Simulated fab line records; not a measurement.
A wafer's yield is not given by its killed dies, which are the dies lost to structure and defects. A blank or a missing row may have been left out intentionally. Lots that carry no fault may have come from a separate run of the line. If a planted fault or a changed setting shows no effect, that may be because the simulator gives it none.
Struck lot and sound lot, side by side + flow n5_finfet + 36 steps out of a route of 1938
Sound: wafers L376.2, L376.4, L376.6. Wafers L385.3, L385.4, L385.6 were the ones struck. The cause is named last.
For every step that has rows: the tool of each side, followed by ch and its chambers, followed by its first start. Under that, the readings that differ: sound wafers + struck wafers + difference of the means + sigmas: that difference in standard deviations of wafers without a fault.
alike: readings with means less than 2 such deviations apart, plus words and numbers identical on both sides. not compared: withheld readings, readings lacking a value on some wafer, bounds such as >300 that could conceal the same value, and numbers that have no deviation in the record and whose values overlap.
A row with sigmas, a row that says differs or no value, or rows on one side alone: a step with any of these is where the two part. When numbers do not overlap yet have no deviation, they are printed without sigmas and do not part them. Lack of a reading on every wafer of one side parts them only where that side has two or more wafers.

first, 9 steps without rows for these wafers: N5_BEOL_M4_ANNEAL_95 (time 240 s); N5_BEOL_M4_SPUTTER_96 (material Cu, target thk 4.5 nm, time 8.29 s); N5_BEOL_M4_ECD_50 (material Cu, target thk 300 nm); N5_BEOL_M4_ANNEAL_51 (time 90 s); N5_BEOL_M4_CMP_52 (polishes, stops on SiOC, t overpolish 6.8 s, target thk 40 nm); N5_BEOL_M4_PRE_CLEAN_60 (time 15 s); N5_BEOL_M4_CO_CAP_55 (material Co, precursor CCTBA/H2, target thk 2 nm, time 102.1 s); N5_BEOL_M4_PRE_CLEAN_56 (time 15 s); N5_BEOL_M4_DEP_57 (deposits SiCN from 3MS/NH3, target thk 8 nm, time 14 s).
N5_BEOL_M4_RC_MEAS_101:
  sound on prober-01 ch 0, day 8 20:48; struck on prober-01 ch 0, day 11 05:13
  alike: DIBL_N, DIBL_P, IOFF_N, IOFF_P, ION_N, ION_P, SS_N, SS_P, VT_N, VT_P
then, 24 steps without rows for these wafers: N5_BEOL_M5_ILD_DEP_00 (deposits SiCOH lowk from DEMS/porogen, target thk 140.64 nm, time 25.9 s); N5_BEOL_M5_CURE_79 (cures SiCOH lowk, time 240 s); N5_BEOL_M5_PECVD_70 (deposits SiO2 from TEOS/O2, target thk 16 nm, time 18 s); N5_BEOL_M5_HM_DEP_02 (deposits TiN, target thk 20 nm); N5_BEOL_M5_COAT_59 (time 60 s, resist thk 60 nm); N5_BEOL_M5_COAT_60 (time 60 s, resist thk 12 nm); N5_BEOL_M5_COAT_71 (time 60 s, resist thk 5 nm); N5_BEOL_M5_COAT_05 (resist thk 30 nm); N5_BEOL_M5_EBR_07; N5_BEOL_M5_SOFTBAKE_06 (time 60 s); N5_BEOL_M5_EXPOSE_08 (exposes mask M5, target cd 28 nm); N5_BEOL_M5_PEB_09 (peb time 60 s); N5_BEOL_M5_DEVELOP_10 (develop time 30 s); N5_BEOL_M5_DESCUM_16 (chemistry O2, time 7 s); N5_BEOL_M5_ETCH_72 (etches underlayer in N2/H2, target depth 6.5 nm, time 5.2 s); N5_BEOL_M5_ETCH_61 (etches SiARC in CF4, target depth 15.6 nm, time 26 s); N5_BEOL_M5_ETCH_62 (etches SOC in N2/H2, target depth 75 nm, overetch 15 nm, time 112.5 s); N5_BEOL_M5_STRIP_63 (strips in N2/H2); N5_BEOL_M5_STRIP_73 (strips in N2/H2); N5_BEOL_M5_STRIP_64 (strips in CF4); N5_BEOL_M5_HM_OPEN_17 (chemistry Cl2/BCl3, target TiN, target depth 20 nm, overetch 6 nm); N5_BEOL_M5_STRIP_19 (strips in O2); N5_BEOL_M5_COAT_65 (time 60 s, resist thk 60 nm); N5_BEOL_M5_COAT_66 (time 60 s, resist thk 12 nm).
N5_BEOL_M8_VIA_ETCH_34: etches SiCOH lowk in C4F6/O2, target depth 125.5 nm, time 50.5 s.
  sound on rie_diel-01 ch 1,2, day 10 05:27; struck on rie_diel-01 ch 0,3, day 12 16:32
| reading                                  | sound             | struck            | difference | sigmas |
|------------------------------------------|-------------------|-------------------|------------|--------|
| drypump_motor_current_A (A)              | 5.1 5.1 4.8       | 5.8 6.2 5.8       | +0.9       | +2     |
| model.etch.depth_nm (nm)                 | 125.9 125.3 125.2 | 82.83 84.35 83.47 | -41.92     |        |
| model.SOC_of_BEOL_M8_COAT_63.thk_nm (nm) | 53.8 54 54        | 56 55.8 55.8      | +2         |        |
  alike: oes_o_777_au, oes_product_au, rf_vpp_V, showerhead_plenum_p_Torr, throttle_valve_pct
  not compared: rf_hours_counter_h
-- here the record skips 3 days between the struck wafers' starts before and after, leaving off in module BEOL_M8 and picking up in module PASSIVATION (first step shown: number 1936 of the route) --
N5_PASSIVATION_PROBE_49:
  the record has rows for the struck wafers here (prober-02, day 15 15:07) and none for the sound ones

== WHERE THEY PART ==
First at N5_BEOL_M8_VIA_ETCH_34; last, within this record, at N5_PASSIVATION_PROBE_49.

WHY: what had been put in by the simulator
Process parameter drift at N5_BEOL_M8_VIA_ETCH_34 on rie_diel-01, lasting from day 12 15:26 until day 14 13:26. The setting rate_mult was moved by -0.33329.
